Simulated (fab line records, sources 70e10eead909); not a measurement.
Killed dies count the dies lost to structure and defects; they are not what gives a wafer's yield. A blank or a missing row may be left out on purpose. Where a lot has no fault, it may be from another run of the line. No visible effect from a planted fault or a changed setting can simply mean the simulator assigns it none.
fab line records    flow nandHarc
record: lots: 24  wafers: 72  lastDay: 25
route steps=1159 shown P_GATE@131 P_M1@295 P_M2@332
lots that met no fault: from a run of the same line without faults
startH: hours from the record's first day to the start of the lot's first wafer shown    waitH: how many hours have passed since the lot's step before this one    " repeats the value in the row above    L1.1+2: one row covering several wafers at once    - no value present, or no start provided    * or withheld: withheld    < > ~ a bound
route shown NAME@n: NAME is a module with steps in the file, n the number in the route of the first one    usual: average and standard deviation across the fault-free wafers    same: alike in all rows    chamber/n: place in a boat    sites: the reading at each site    _std_site: the standard deviation of these    _edge_site: the outer-site mean with the inner-site mean subtracted    radiusMm: how far each site lies from the wafer's centre    mask NAME#n: copy n    behind: tool/chamber where the wafer was last shaped    hold: why the lot went on hold/how many hours it stayed there/how the hold came to an end    device: whichever transistor did not switch (one of n, p or np)    end of line: tests of these same wafers at the route's end    step lacking rows: just its recipe    killed: not the wafer's yield, but the dies lost to structure and defects at the first sort    map: a wafer's dies, marking killed ones x, the rest . and places with no die _
set.NAME: the setting the step ran with; set.NAME@STEP: the setting that earlier step ran with    model.NAME: the simulator's own value behind a step, which no gauge read
the route's steps for a sample of lots (tables are steps, rows are wafers)
services: when a tool's chamber went out of use (startH, in hours from the record's first day, below 0 if earlier), for how many hours, and the reason
== steps ==
step: NHARC_P_GATE_HM_DEP_102
recipe: targetThkA: 1200  tempC: 400  material: aC
usual: throttleValvePct: 34.999/0.0096
lot.wafer  tool       chamber  startH  waitH  throttleValvePct
L074.3     aclDep-01  0        83.07   0.8    35.004
L074.4     "          0        "       "      34.988
L074.5     "          0        "       "      35.000
L075.1     aclDep-03  0        92.18   2.4    35.013
L075.4     "          0        "       "      35.015
L075.5     "          0        "       "      35.007
L076.2     aclDep-02  0        100.22  0.5    35.005
L076.4     "          0        "       "      35.016
L076.6     "          0        "       "      34.993
L077.1     aclDep-02  0        100.76  1.0    35.002
L077.2     "          0        "       "      35.009
L077.6     "          0        "       "      35.008
L079.1     aclDep-03  0        113.30  1.7    34.995
L079.2     "          0        "       "      35.000
L079.5     "          0        "       "      35.000
L078.3     aclDep-03  0        114.15  2.6    35.007
L078.4     "          0        "       "      34.997
L078.6     "          0        "       "      34.994
L080.3     aclDep-03  0        124.30  1.5    35.009
L080.4     "          0        "       "      34.990
L080.5     "          0        "       "      35.015
L081.4     aclDep-03  0        125.05  2.2    34.995
L081.5     "          0        "       "      34.988
L081.6     "          0        "       "      34.992
L082.1     aclDep-03  0        135.56  0.4    34.998
L082.2     "          0        "       "      34.994
L082.4     "          0        "       "      35.000
L083.2     aclDep-03  0        136.31  1.1    35.001
L083.3     "          0        "       "      35.006
L083.5     "          0        "       "      34.982
L085.1     aclDep-03  0        148.43  0.4    34.998
L085.2     "          0        "       "      34.989
L085.4     "          0        "       "      34.996
L084.1     aclDep-01  0        148.49  0.4    34.991
L084.4     "          0        "       "      35.000
L084.5     "          0        "       "      35.006
L086.1     aclDep-01  0        165.38  0.8    35.017
L086.2     "          0        "       "      34.993
L086.4     "          0        "       "      34.973
L087.2     aclDep-01  0        166.12  1.5    35.012
L087.4     "          0        "       "      35.005
L087.5     "          0        "       "      34.993
L088.2     aclDep-03  0        171.68  0.5    34.996
L088.4     "          0        "       "      35.013
L088.5     "          0        "       "      35.005
L089.1     aclDep-03  0        176.26  0.4    35.018
L089.3     "          0        "       "      34.984
L089.4     "          0        "       "      34.984
L090.1     aclDep-03  0        176.89  1.0    34.997
L090.3     "          0        "       "      35.001
L090.6     "          0        "       "      35.011
L091.2     aclDep-03  0        189.40  1.0    35.004
L091.3     "          0        "       "      34.987
L091.4     "          0        "       "      34.998
L092.3     aclDep-03  0        190.14  1.7    35.011
L092.4     "          0        "       "      35.003
L092.6     "          0        "       "      35.014
L093.1     aclDep-03  0        200.88  0.4    35.016
L093.3     "          0        "       "      35.006
L093.6     "          0        "       "      34.996
L094.2     aclDep-03  0        201.61  1.1    34.995
L094.3     "          0        "       "      34.998
L094.4     "          0        "       "      35.014
L095.1     aclDep-03  0        213.47  2.2    35.005
L095.2     "          0        "       "      35.011
L095.4     "          0        "       "      34.993
L097.1     aclDep-01  0        221.17  2.7    34.991
L097.4     "          0        "       "      34.995
L097.6     "          0        "       "      34.997
L096.1     aclDep-02  0        221.64  3.2    34.989
L096.3     "          0        "       "      35.023
L096.5     "          0        "       "      35.004
step: NHARC_P_GATE_ETCH_114
recipe: targetDepthA: 300  overetchA: 30  timeS: 16.5  ionEnergyEv: 100  cf4FlowSccm: 80  o2FlowSccm: 20  arFlowSccm: 0  rfW: 300  biasW: 100  chemistry: CF4/O2
usual: drypumpMotorCurrentA: 5.5/0.4  oesProductAu: 1.003/0.011  rfVppV: 197.6/1.1  showerheadPlenumPTorr: 1.33/0.038  throttleValvePct: 13.397/0.0086
lot.wafer  tool        chamber  startH  waitH  drypumpMotorCurrentA  oesProductAu  rfHoursCounterH  rfVppV  showerheadPlenumPTorr  throttleValvePct
L074.4     rieDiel-04  0        -       -      5.6                   0.995         58               198.1   1.35                   13.398
L074.3     "           1        "       "      4.9                   1.004         59               197.1   1.35                   13.389
L074.5     "           3        "       "      5.3                   1.007         -                197.5   1.29                   13.404
L075.4     rieDiel-02  3        -       -      5.4                   0.984         39               196.4   1.35                   13.385
L075.1     "           1        "       "      5.5                   1.004         37               198.8   1.37                   13.417
L075.5     "           3        "       "      5.4                   0.998         -                198.8   1.35                   13.393
L076.4     rieDiel-04  3        -       -      5.2                   1.005         57               196.0   1.29                   13.403
L076.2     "           1        "       "      5.0                   0.987         65               199.2   1.35                   13.415
L076.6     "           2        "       "      5.8                   0.999         -                196.2   1.33                   13.406
L077.1     rieDiel-12  0        -       -      5.5                   1.005         10               198.3   1.34                   13.388
L077.2     "           1        "       "      4.7                   0.988         10               199.1   1.41                   13.410
L077.6     "           2        "       "      5.1                   1.021         -                197.5   1.32                   13.410
L079.1     rieDiel-12  3        -       -      6.2                   1.003         12               197.2   1.28                   13.378
L079.2     "           1        "       "      4.7                   0.996         13               199.0   1.41                   13.393
L079.5     "           3        "       "      6.2                   1.011         -                195.3   1.29                   13.386
L078.3     rieDiel-02  3        -       -      5.4                   0.995         45               198.8   1.35                   13.390
L078.4     "           0        "       "      6.0                   1.004         47               196.8   1.33                   13.402
L078.6     "           1        "       "      5.5                   0.992         -                198.9   1.37                   13.401
L080.3     rieDiel-02  0        -       -      5.9                   0.999         49               198.7   1.33                   13.397
L080.4     "           1        "       "      5.5                   0.982         47               199.0   1.37                   13.397
L080.5     "           0        "       "      6.0                   0.993         -                197.6   1.33                   13.379
L081.4     rieDiel-04  1        -       -      4.9                   1.003         2                197.5   1.35                   13.399
L081.6     "           2        "       "      5.8                   1.005         -                197.7   1.33                   13.386
L081.5     "           3        "       "      5.2                   1.007         -                196.8   1.29                   13.391
L082.2     rieDiel-04  2        -       -      5.8                   1.013         5                197.8   1.33                   13.390
L082.4     "           3        "       "      5.2                   1.021         4                196.3   1.29                   13.398
L082.1     "           0        "       "      5.6                   0.989         4                198.5   1.34                   13.399
L083.2     rieDiel-12  0        -       -      5.5                   0.997         16               197.8   1.34                   13.404
L083.3     "           1        "       "      4.7                   0.991         18               198.6   1.41                   13.392
L083.5     "           0        "       "      5.5                   0.991         -                198.9   1.34                   13.382
L085.4     rieDiel-04  1        -       -      4.9                   1.016         13               197.4   1.35                   13.405
L085.1     "           2        "       "      5.8                   1.019         12               198.0   1.33                   13.396
L085.2     "           3        "       "      5.2                   1.009         8                197.0   1.29                   13.382
L084.1     rieDiel-02  1        -       -      5.5                   1.009         60               197.7   1.37                   13.398
L084.4     "           2        "       "      5.2                   1.005         57               196.9   1.25                   13.401
L084.5     "           1        "       "      5.5                   0.994         -                198.3   1.37                   13.402
L086.4     rieDiel-02  0        -       -      5.9                   1.005         1                197.5   1.33                   13.403
L086.2     "           1        "       "      5.5                   1.023         1                198.6   1.37                   13.407
L086.1     "           2        "       "      5.2                   1.009         1                194.9   1.25                   13.392
L087.4     rieDiel-04  3        -       -      5.3                   1.019         14               195.8   1.28                   13.394
L087.2     "           1        "       "      4.9                   1.000         19               198.7   1.35                   13.399
L087.5     "           2        "       "      5.8                   1.015         -                197.7   1.33                   13.384
L088.4     rieDiel-02  2        -       -      5.2                   1.001         4                194.6   1.25                   13.389
L088.2     "           0        "       "      5.9                   1.017         4                197.6   1.33                   13.407
L088.5     "           2        "       "      5.2                   1.013         -                196.1   1.25                   13.394
L089.4     rieDiel-04  0        -       -      5.6                   0.981         21               198.0   1.34                   13.399
L089.1     "           1        "       "      4.9                   1.010         24               199.0   1.34                   13.392
L089.3     "           2        "       "      5.8                   1.019         22               198.3   1.33                   13.409
L090.3     rieDiel-12  2        -       -      5.2                   1.010         26               197.3   1.31                   13.393
L090.1     "           1        "       "      4.7                   0.985         26               198.9   1.41                   13.407
L090.6     "           2        "       "      5.1                   0.998         -                199.3   1.31                   13.398
L091.2     rieDiel-02  0        -       -      6.0                   0.994         10               197.2   1.32                   13.398
L091.4     "           1        "       "      5.5                   1.014         10               199.4   1.36                   13.391
L091.3     "           2        "       "      5.2                   1.016         10               196.2   1.25                   13.401
L092.3     rieDiel-12  3        -       -      6.2                   1.009         28               195.3   1.28                   13.403
L092.4     "           0        "       "      5.5                   0.990         28               197.9   1.34                   13.401
L092.6     "           0        "       "      5.5                   0.994         -                198.5   1.34                   13.414
L093.1     rieDiel-04  3        -       -      5.2                   0.995         26               197.0   1.28                   13.406
L093.3     "           0        "       "      5.6                   0.982         30               198.5   1.34                   13.382
L093.6     "           2        "       "      5.8                   1.000         -                197.8   1.33                   13.406
L094.3     rieDiel-02  3        -       -      5.4                   1.006         16               196.6   1.34                   13.391
L094.2     "           0        "       "      6.0                   1.010         14               195.7   1.32                   13.386
L094.4     "           1        "       "      5.5                   1.028         15               198.3   1.36                   13.404
L095.1     rieDiel-12  0        -       -      5.4                   1.017         2                197.7   1.33                   13.387
L095.2     "           1        "       "      4.7                   0.994         2                199.8   1.41                   13.392
L095.4     "           2        "       "      5.1                   1.017         2                197.4   1.31                   13.398
L096.3     rieDiel-12  2        -       -      5.2                   1.013         3                196.4   1.31                   13.393
L096.1     "           0        "       "      5.5                   1.016         3                196.8   1.33                   13.388
L096.5     "           3        "       "      6.2                   0.999         -                196.6   1.28                   13.392
L097.1     rieDiel-04  1        -       -      4.9                   1.009         40               196.4   1.34                   13.411
L097.4     "           2        "       "      5.8                   1.012         39               196.5   1.32                   13.402
L097.6     "           1        "       "      4.9                   1.006         -                196.8   1.34                   13.390
step: NHARC_P_GATE_DESCUM_61
recipe: timeS: 3  o2FlowSccm: 200  arFlowSccm: 0  biasPowerW: 0  chemistry: O2
usual: drypumpMotorCurrentA: 5.4/0.38  oesProductAu: 1.003/0.0099  rfVppV: 57.8/0.84  showerheadPlenumPTorr: 1.90/0.055  throttleValvePct: 11.310/0.0091
lot.wafer  tool        chamber  startH  waitH  drypumpMotorCurrentA  oesProductAu  rfHoursCounterH  rfVppV  showerheadPlenumPTorr  throttleValvePct
L074.4     rieDiel-04  0        98.11   -      5.6                   0.999         62               58.3    1.93                   11.317
L074.3     "           2        "       "      5.8                   1.000         56               57.9    1.91                   11.311
L074.5     "           0        "       "      5.6                   0.994         -                57.5    1.93                   11.308
L075.1     rieDiel-04  0        107.32  -      5.6                   1.009         65               58.4    1.93                   11.301
L075.4     "           1        "       "      4.9                   0.990         67               57.9    1.93                   11.310
L075.5     "           1        "       "      4.9                   0.994         -                59.2    1.94                   11.315
L076.2     rieDiel-02  0        115.39  -      5.9                   1.016         47               56.5    1.91                   11.314
L076.4     "           1        "       "      5.5                   1.008         45               58.3    1.96                   11.303
L076.6     "           3        "       "      5.4                   0.997         -                57.7    1.94                   11.324
L077.1     rieDiel-12  0        116.24  -      5.5                   1.001         12               57.9    1.92                   11.321
L077.2     "           3        "       "      6.2                   1.008         12               56.8    1.84                   11.325
L077.6     "           0        "       "      5.5                   0.997         -                57.4    1.92                   11.307
L079.1     rieDiel-12  1        128.40  -      4.7                   0.989         16               58.1    2.02                   11.320
L079.2     "           0        "       "      5.5                   0.997         15               57.5    1.92                   11.306
L079.5     "           2        "       "      5.2                   1.010         -                57.6    1.89                   11.292
L078.4     rieDiel-04  1        129.28  -      4.9                   0.998         2                57.8    1.93                   11.315
L078.3     "           2        "       "      5.9                   1.005         2                56.9    1.91                   11.313
L078.6     "           2        "       "      5.9                   1.007         -                57.0    1.91                   11.319
L080.3     rieDiel-04  3        139.43  -      5.2                   1.013         4                57.7    1.84                   11.299
L080.4     "           1        "       "      5.0                   0.991         5                58.4    1.93                   11.299
L080.5     "           3        "       "      5.3                   1.004         -                58.9    1.84                   11.327
L081.4     rieDiel-04  1        140.04  -      4.9                   1.001         6                57.3    1.93                   11.301
L081.5     "           1        "       "      4.9                   1.008         -                57.7    1.93                   11.303
L081.6     "           2        "       "      5.8                   1.012         -                58.0    1.91                   11.304
L082.4     rieDiel-02  0        151.03  -      6.0                   1.002         62               57.2    1.90                   11.316
L082.2     "           1        "       "      5.5                   0.996         60               57.4    1.96                   11.305
L082.1     "           2        "       "      5.2                   1.004         57               57.9    1.79                   11.309
L083.2     rieDiel-04  0        151.77  -      5.6                   0.986         11               58.1    1.92                   11.299
L083.3     "           2        "       "      5.9                   1.007         12               57.9    1.91                   11.310
L083.5     "           0        "       "      5.6                   0.970         -                59.0    1.92                   11.306
L085.4     rieDiel-04  1        164.23  -      5.0                   1.006         18               57.8    1.93                   11.317
L085.1     "           2        "       "      5.8                   1.016         17               58.7    1.90                   11.309
L085.2     "           3        "       "      5.2                   1.007         12               57.7    1.84                   11.304
L084.1     rieDiel-04  2        164.52  -      5.8                   1.017         17               57.2    1.91                   11.293
L084.4     "           3        "       "      5.2                   1.015         12               58.2    1.84                   11.299
L084.5     "           0        "       "      5.6                   0.994         -                57.7    1.92                   11.305
L086.4     rieDiel-12  1        180.66  -      4.7                   0.990         26               58.9    2.02                   11.336
L086.1     "           2        "       "      5.2                   1.008         26               57.0    1.88                   11.292
L086.2     "           3        "       "      6.2                   1.012         26               57.3    1.84                   11.315
L087.2     rieDiel-04  3        181.60  -      5.2                   1.012         18               56.8    1.84                   11.298
L087.4     "           2        "       "      5.8                   1.010         23               59.0    1.90                   11.298
L087.5     "           3        "       "      5.3                   1.009         -                58.3    1.84                   11.306
L088.4     rieDiel-02  1        187.48  -      5.5                   1.012         9                57.5    1.96                   11.295
L088.2     "           3        "       "      5.4                   0.999         8                57.8    1.93                   11.305
L088.5     "           1        "       "      5.5                   1.014         -                57.5    1.96                   11.314
L089.4     rieDiel-02  3        191.64  -      5.4                   0.989         10               57.2    1.93                   11.316
L089.3     "           1        "       "      5.5                   1.013         10               59.1    1.96                   11.303
L089.1     "           2        "       "      5.2                   1.008         10               55.2    1.78                   11.304
L090.3     rieDiel-02  2        192.17  -      5.2                   1.006         10               55.5    1.78                   11.316
L090.1     "           0        "       "      5.9                   1.011         10               58.5    1.90                   11.302
L090.6     "           1        "       "      5.5                   1.013         -                58.6    1.96                   11.306
L091.2     rieDiel-04  3        204.43  -      5.3                   0.990         27               57.9    1.84                   11.307
L091.4     "           0        "       "      5.6                   0.986         30               58.2    1.92                   11.315
L091.3     "           1        "       "      4.9                   1.008         34               58.2    1.92                   11.318
L092.3     rieDiel-04  0        205.21  -      5.6                   0.999         31               56.4    1.92                   11.304
L092.4     "           1        "       "      4.9                   1.017         34               58.2    1.92                   11.324
L092.6     "           3        "       "      5.2                   0.994         -                57.6    1.83                   11.314
L093.1     rieDiel-12  2        215.89  -      5.1                   1.010         2                56.6    1.88                   11.302
L093.3     "           3        "       "      6.2                   0.994         2                56.1    1.84                   11.304
L093.6     "           1        "       "      4.7                   1.000         -                57.5    2.02                   11.310
L094.2     rieDiel-12  2        217.37  -      5.2                   1.017         2                56.1    1.88                   11.309
L094.4     "           0        "       "      5.5                   1.017         2                57.7    1.91                   11.312
L094.3     "           1        "       "      4.7                   1.010         2                58.9    2.02                   11.299
L095.4     rieDiel-02  2        228.81  -      5.2                   1.000         27               56.6    1.78                   11.306
L095.2     "           3        "       "      5.4                   0.988         26               57.1    1.92                   11.322
L095.1     "           0        "       "      5.9                   1.007         25               58.5    1.89                   11.316
L096.3     rieDiel-02  3        237.13  -      5.4                   0.997         27               57.9    1.92                   11.302
L096.1     "           1        "       "      5.5                   1.016         27               57.8    1.95                   11.300
L096.5     "           3        "       "      5.4                   1.010         -                58.2    1.92                   11.302
L097.1     rieDiel-02  2        237.29  -      5.2                   1.005         29               59.3    1.78                   11.330
L097.4     "           1        "       "      5.5                   1.009         27               57.9    1.95                   11.301
L097.6     "           3        "       "      5.4                   0.995         -                59.1    1.92                   11.315
step: NHARC_P_M1_CD_MEAS_09
recipe: targetCdNm: 130  landingEnergyEv: 500
usual: cdNm: 130.4/0.6
lot.wafer  tool      chamber  startH  waitH  cdNm
L074.3     cdSem-03  0        123.53  -      129.6
L074.4     "         0        "       "      129.8
L074.5     "         0        "       "      129.5
L075.1     cdSem-02  0        134.31  -      130.7
L075.4     "         0        "       "      131.0
L075.5     "         0        "       "      130.9
L076.2     cdSem-03  0        135.71  -      130.6
L076.4     "         0        "       "      130.8
L076.6     "         0        "       "      130.9
L077.1     cdSem-03  0        136.07  -      131.1
L077.2     "         0        "       "      131.5
L077.6     "         0        "       "      130.9
L079.1     cdSem-01  0        146.80  -      130.8
L079.2     "         0        "       "      129.9
L079.5     "         0        "       "      130.1
L078.3     cdSem-02  0        147.87  -      130.1
L078.4     "         0        "       "      129.9
L078.6     "         0        "       "      130.3
L080.3     cdSem-02  0        154.10  -      130.3
L080.4     "         0        "       "      130.1
L080.5     "         0        "       "      130.1
L081.4     cdSem-01  0        154.86  -      131.4
L081.5     "         0        "       "      130.7
L081.6     "         0        "       "      130.2
L082.1     cdSem-01  0        168.40  -      129.2
L082.2     "         0        "       "      129.0
L082.4     "         0        "       "      129.3
L083.2     cdSem-02  0        168.99  -      130.3
L083.3     "         0        "       "      128.8
L083.5     "         0        "       "      130.2
L084.1     cdSem-03  0        184.15  -      131.3
L084.4     "         0        "       "      130.9
L084.5     "         0        "       "      130.1
L085.1     cdSem-03  0        185.15  -      130.0
L085.2     "         0        "       "      130.4
L085.4     "         0        "       "      129.9
L086.1     cdSem-01  0        198.10  -      130.6
L086.2     "         0        "       "      129.8
L086.4     "         0        "       "      131.5
L087.2     cdSem-01  0        199.14  -      130.3
L087.4     "         0        "       "      129.7
L087.5     "         0        "       "      130.3
L088.2     cdSem-02  0        204.79  -      129.9
L088.4     "         0        "       "      129.9
L088.5     "         0        "       "      130.4
L089.1     cdSem-03  0        209.29  -      130.6
L089.3     "         0        "       "      130.3
L089.4     "         0        "       "      129.2
L090.1     cdSem-02  0        209.57  -      128.3
L090.3     "         0        "       "      129.6
L090.6     "         0        "       "      129.3
L091.2     cdSem-01  0        218.83  -      131.3
L091.3     "         0        "       "      131.6
L091.4     "         0        "       "      131.0
L092.3     cdSem-02  0        219.74  -      130.9
L092.4     "         0        "       "      129.7
L092.6     "         0        "       "      131.2
L093.1     cdSem-01  0        230.31  -      130.3
L093.3     "         0        "       "      130.2
L093.6     "         0        "       "      129.9
L094.2     cdSem-02  0        231.94  -      130.5
L094.3     "         0        "       "      130.4
L094.4     "         0        "       "      129.9
L095.1     cdSem-02  0        243.62  -      130.3
L095.2     "         0        "       "      129.6
L095.4     "         0        "       "      130.7
L097.1     cdSem-03  0        252.37  -      131.0
L097.4     "         0        "       "      130.2
L097.6     "         0        "       "      130.2
L096.1     cdSem-03  0        257.15  -      130.5
L096.3     "         0        "       "      130.8
L096.5     "         0        "       "      130.1
step: NHARC_P_M2_ETCH_35
recipe: targetDepthA: 400  overetchA: 120  timeS: 43.94  ionEnergyEv: 200  n2FlowSccm: 150  h2FlowSccm: 150  arFlowSccm: 0  rfW: 400  biasW: 150  chemistry: N2/H2
usual: drypumpMotorCurrentA: 5.4/0.36  oesProductAu: 1.000/0.01  rfVppV: 429.1/2  showerheadPlenumPTorr: 1.99/0.07  throttleValvePct: 14.171/0.0091
lot.wafer  tool        chamber  startH  waitH  drypumpMotorCurrentA  oesProductAu  rfHoursCounterH  rfVppV  showerheadPlenumPTorr  throttleValvePct
L074.4     rieDiel-12  3        127.98  0.1    6.1                   1.008         15               428.1   1.96                   14.170
L074.3     "           1        "       "      4.7                   0.993         16               434.2   2.16                   14.182
L074.5     "           0        "       "      5.5                   1.000         -                431.2   2.04                   14.173
L075.1     rieDiel-09  3        139.11  0.1    5.0                   0.983         1                427.4   1.93                   14.173
L075.4     "           0        "       "      5.6                   1.001         1                429.7   1.97                   14.173
L075.5     "           0        "       "      5.6                   0.993         -                430.3   1.97                   14.177
L076.4     rieDiel-09  3        140.32  0.1    5.0                   1.001         2                430.5   1.93                   14.184
L076.2     "           0        "       "      5.5                   1.007         2                427.1   1.97                   14.170
L076.6     "           1        "       "      5.3                   1.003         -                428.2   1.92                   14.184
L077.1     rieDiel-12  2        140.59  0.1    5.1                   1.018         18               429.7   2.01                   14.173
L077.2     "           3        "       "      6.2                   1.004         17               428.7   1.96                   14.173
L077.6     "           0        "       "      5.5                   0.992         -                428.1   2.04                   14.173
L079.2     rieDiel-02  3        151.27  0.1    5.4                   0.999         59               431.2   2.06                   14.180
L079.1     "           1        "       "      5.5                   0.999         60               430.0   2.09                   14.171
L079.5     "           2        "       "      5.2                   1.013         -                427.2   1.90                   14.163
L078.4     rieDiel-09  0        152.39  0.1    5.6                   1.004         2                429.7   1.97                   14.161
L078.3     "           1        "       "      5.3                   0.986         2                426.5   1.92                   14.173
L078.6     "           1        "       "      5.3                   0.976         -                426.8   1.92                   14.166
L080.4     rieDiel-09  3        158.57  0.1    5.1                   0.999         2                428.4   1.92                   14.167
L080.3     "           0        "       "      5.6                   1.002         2                428.6   1.97                   14.158
L080.5     "           3        "       "      5.1                   0.992         -                427.2   1.92                   14.166
L081.4     rieDiel-12  1        159.60  0.4    4.7                   0.992         24               432.3   2.16                   14.160
L081.5     "           3        "       "      6.2                   0.999         -                427.6   1.96                   14.187
L081.6     "           0        "       "      5.5                   1.001         -                430.2   2.04                   14.174
L082.2     rieDiel-09  1        172.85  0.1    5.3                   0.990         3                428.0   1.92                   14.164
L082.1     "           0        "       "      5.6                   1.005         3                427.9   1.97                   14.168
L082.4     "           1        "       "      5.3                   1.000         -                425.9   1.92                   14.167
L083.3     rieDiel-09  1        173.90  0.1    5.3                   0.991         3                427.8   1.92                   14.177
L083.2     "           3        "       "      5.1                   0.997         3                428.1   1.92                   14.189
L083.5     "           3        "       "      5.1                   1.002         -                427.9   1.93                   14.173
L084.1     rieDiel-09  3        188.60  0.1    5.0                   0.999         4                426.8   1.92                   14.157
L084.4     "           1        "       "      5.3                   0.990         4                427.3   1.92                   14.168
L084.5     "           3        "       "      5.0                   0.994         -                427.3   1.92                   14.171
L085.1     rieDiel-09  3        189.61  0.1    5.0                   0.980         4                427.9   1.92                   14.174
L085.4     "           0        "       "      5.6                   1.010         4                431.0   1.97                   14.182
L085.2     "           1        "       "      5.3                   0.995         4                426.5   1.92                   14.169
L086.2     rieDiel-09  3        202.70  0.1    5.0                   0.990         4                426.1   1.92                   14.172
L086.4     "           0        "       "      5.6                   1.007         4                429.3   1.97                   14.159
L086.1     "           2        "       "      5.6                   1.004         3                431.6   2.07                   14.173
L087.4     rieDiel-09  3        203.47  0.1    5.0                   0.992         5                426.6   1.92                   14.169
L087.2     "           2        "       "      5.6                   1.004         3                432.0   2.07                   14.186
L087.5     "           3        "       "      5.0                   0.995         -                427.7   1.92                   14.158
L088.4     rieDiel-09  0        209.43  0.1    5.6                   1.001         5                428.6   1.97                   14.180
L088.2     "           1        "       "      5.3                   0.990         5                427.3   1.92                   14.160
L088.5     "           0        "       "      5.6                   1.023         -                430.7   1.97                   14.185
L089.3     rieDiel-09  3        213.87  0.1    5.1                   0.995         5                427.3   1.92                   14.175
L089.4     "           1        "       "      5.3                   0.998         5                428.1   1.92                   14.179
L089.1     "           2        "       "      5.6                   1.010         4                430.1   2.06                   14.167
L090.1     rieDiel-09  1        214.10  0.1    5.3                   0.978         5                426.7   1.92                   14.160
L090.3     "           3        "       "      5.1                   1.003         5                428.5   1.92                   14.172
L090.6     "           0        "       "      5.6                   1.011         -                430.0   1.97                   14.172
L091.3     rieDiel-09  3        223.46  0.1    5.1                   0.993         5                427.2   1.92                   14.166
L091.2     "           0        "       "      5.6                   1.007         6                429.1   1.97                   14.170
L091.4     "           3        "       "      5.1                   0.985         -                426.8   1.92                   14.151
L092.3     rieDiel-09  2        224.20  0.1    5.6                   0.999         5                431.3   2.06                   14.190
L092.6     "           2        "       "      5.5                   1.004         -                431.4   2.06                   14.158
L092.4     "           0        "       "      5.6                   1.018         -                427.7   1.97                   14.173
L093.3     rieDiel-12  0        234.74  0.1    5.5                   0.996         5                431.2   2.04                   14.172
L093.1     "           2        "       "      5.2                   1.009         4                431.0   2.00                   14.182
L093.6     "           3        "       "      6.2                   0.994         -                428.2   1.95                   14.181
L094.4     rieDiel-09  0        236.61  0.1    5.6                   1.008         6                428.3   1.97                   14.159
L094.2     "           1        "       "      5.3                   0.985         6                427.5   1.92                   14.167
L094.3     "           2        "       "      5.6                   0.995         5                431.1   2.06                   14.167
L095.2     rieDiel-12  3        248.15  0.1    6.2                   0.995         8                427.7   1.95                   14.159
L095.1     "           1        "       "      4.7                   1.006         8                433.4   2.15                   14.161
L095.4     "           1        "       "      4.7                   1.009         -                433.2   2.15                   14.188
L097.1     rieDiel-12  0        256.89  0.1    5.5                   1.018         6                429.6   2.04                   14.169
L097.4     "           2        "       "      5.2                   1.019         9                429.9   2.00                   14.173
L097.6     "           0        "       "      5.5                   1.016         -                431.3   2.04                   14.179
L096.3     rieDiel-12  1        262.21  0.1    4.7                   1.012         10               433.5   2.15                   14.174
L096.1     "           0        "       "      5.5                   1.002         7                430.4   2.04                   14.164
L096.5     "           2        "       "      5.2                   1.007         -                430.7   2.00                   14.173
step: NHARC_P_M2_DEP_33
recipe: targetThkA: 300  tempC: 370  targetThkNm: 30  pressureTorr: 3  flowSccm: 200  rfW: 450  material: SiCN
usual: heaterPowerW: 561/69
lot.wafer  tool      chamber  startH  waitH  heaterPowerW
L074.3     pecvd-01  1        130.66  0.1    523
L074.4     "         1        "       "      524
L074.5     "         2        "       "      536
L075.1     pecvd-04  0        141.88  0.1    701
L075.5     "         2        "       "      648
L075.4     "         0        "       "      724
L076.2     pecvd-04  1        143.03  0.1    619
L076.6     "         0        "       "      700
L076.4     "         1        "       "      623
L077.1     pecvd-01  2        143.33  0.1    472
L077.2     "         0        "       "      551
L077.6     "         2        "       "      473
L079.2     pecvd-01  1        154.05  0.1    597
L079.1     "         2        "       "      505
L079.5     "         1        "       "      594
L078.3     pecvd-01  2        155.10  0.1    531
L078.6     "         2        "       "      527
L078.4     "         0        "       "      596
L080.3     pecvd-04  0        161.74  0.1    663
L080.5     "         1        "       "      523
L080.4     "         2        "       "      578
L081.6     pecvd-03  2        162.68  0.2    471
L081.5     "         0        "       "      482
L081.4     "         1        "       "      572
L082.1     pecvd-03  1        175.63  0.1    566
L082.2     "         2        "       "      507
L082.4     "         0        "       "      507
L083.2     pecvd-03  1        176.62  0.1    554
L083.3     "         0        "       "      515
L083.5     "         2        "       "      486
L084.1     pecvd-01  0        191.28  0.1    567
L084.5     "         1        "       "      581
L084.4     "         2        "       "      548
L085.1     pecvd-04  1        192.30  0.1    623
L085.2     "         2        "       "      586
L085.4     "         1        "       "      603
L086.2     pecvd-03  2        205.34  0.1    454
L086.1     "         1        "       "      585
L086.4     "         2        "       "      466
L087.2     pecvd-03  1        206.17  0.1    537
L087.4     "         0        "       "      446
L087.5     "         2        "       "      466
L088.2     pecvd-01  1        212.11  0.1    593
L088.5     "         0        "       "      608
L088.4     "         1        "       "      585
L089.1     pecvd-01  0        216.55  0.1    562
L089.3     "         1        "       "      627
L089.4     "         0        "       "      562
L090.1     pecvd-01  1        217.14  0.1    612
L090.3     "         0        "       "      508
L090.6     "         0        "       "      515
L091.2     pecvd-04  0        226.13  0.1    685
L091.3     "         2        "       "      665
L091.4     "         1        "       "      578
L092.3     pecvd-01  0        227.05  0.1    494
L092.4     "         1        "       "      556
L092.6     "         2        "       "      457
L093.1     pecvd-04  2        237.50  0.1    564
L093.3     "         0        "       "      703
L093.6     "         2        "       "      568
L094.2     pecvd-03  2        239.29  0.1    512
L094.3     "         1        "       "      584
L094.4     "         0        "       "      448
L095.2     pecvd-04  2        250.83  0.1    639
L095.1     "         0        "       "      699
L095.4     "         0        "       "      675
L097.1     pecvd-01  2        260.07  0.1    533
L097.6     "         2        "       "      530
L097.4     "         0        "       "      628
L096.1     pecvd-03  2        264.99  0.1    487
L096.3     "         0        "       "      428
L096.5     "         0        "       "      430
== services ==
tool        chamber  startH  hours  kind
rieDiel-09  -        77.10   9.0    pm
rieDiel-02  -        79.84   0.6    repair
pecvd-03    -        111.13  13.0   pm
rieDiel-04  -        111.91  9.0    pm
aclDep-01   -        112.08  13.0   pm
rieDiel-09  -        127.60  0.3    repair
rieDiel-04  3        146.38  3.5    repair
rieDiel-02  -        151.53  9.0    pm
pecvd-03    -        156.91  0.2    repair
rieDiel-09  2        161.96  8.5    repair
aclDep-02   -        168.48  13.0   pm
rieDiel-09  2        170.48  10.0   repair
rieDiel-12  -        187.46  0.5    repair
pecvd-04    -        195.33  13.0   pm
rieDiel-12  1        196.11  8.9    repair
pecvd-01    0        197.05  7.9    repair
rieDiel-12  -        202.40  9.0    pm
rieDiel-09  1        216.04  13.2   repair
aclDep-03   -        224.58  13.0   pm
rieDiel-02  3        229.59  5.3    repair
rieDiel-12  0        235.01  13.2   repair
pecvd-01    -        237.19  13.0   pm
rieDiel-09  1        240.65  5.4    repair
rieDiel-09  -        254.10  9.0    pm
== key ==
fault none
